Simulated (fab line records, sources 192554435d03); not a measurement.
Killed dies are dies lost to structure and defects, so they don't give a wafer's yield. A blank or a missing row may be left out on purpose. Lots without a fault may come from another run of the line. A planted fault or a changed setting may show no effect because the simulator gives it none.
Chamber matching | flow n5_finfet | N5_BEOL_M5_PRE_CLEAN_77 on cvd_co-01: 3 sister chambers
The step time 15 s. 6 wafers are shown with their chamber, then 8 later ones without.

WAFERS WITH THEIR CHAMBER
wafer  | chamber | heater_power_w (W) | rf_fwd_power_W (W)
L080.1 | 0       | 100                | 296.0
L080.3 | 2       | 65                 | 298.3
L084.1 | 1       | 98                 | 296.9
L084.3 | 0       | 99                 | 296.3
L084.6 | 1       | 99                 | 298.1
L093.2 | 2       | 66                 | 295.2

WAFERS WITHOUT THEIR CHAMBER
wafer  | heater_power_w (W) | rf_fwd_power_W (W)
L093.4 | 99                 | 295.4
L093.5 | 97                 | 294.9
L095.1 | 65                 | 297.6
L095.4 | 100                | 296.1
L095.5 | 98                 | 297.1
L096.2 | 100                | 296.6
L096.4 | 97                 | 297.4
L096.6 | 66                 | 297.1

WHICH CHAMBER EACH WENT THROUGH
wafer  | from the rows above     | in truth
L093.4 | can't be placed: 0 or 1 | 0
L093.5 | can't be placed: 1 or 0 | 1
L095.1 | 2                       | 2
L095.4 | can't be placed: 0 or 1 | 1
L095.5 | can't be placed: 1 or 0 | 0
L096.2 | can't be placed: 0 or 1 | 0
L096.4 | can't be placed: 1 or 0 | 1
L096.6 | 2                       | 2
Placed correctly: 2 of 8. Can't be placed from these rows: 6 (the true chamber is among the candidates in 6). Placed wrongly: 0.
How it was worked out, from the rows above alone: a wafer's distance from a chamber is the root of the sum, over the readings, of the square of ((its reading less the chamber's mean) divided by the reading's scatter). The wafer belongs to the nearest chamber; if the next one is less than 2 further off, it can't be placed. A chamber's mean is the mean of its shown wafers. The scatter: the root of (the sum of the squares of (reading less its chamber's mean) over the shown wafers, divided by (wafers less chambers)).
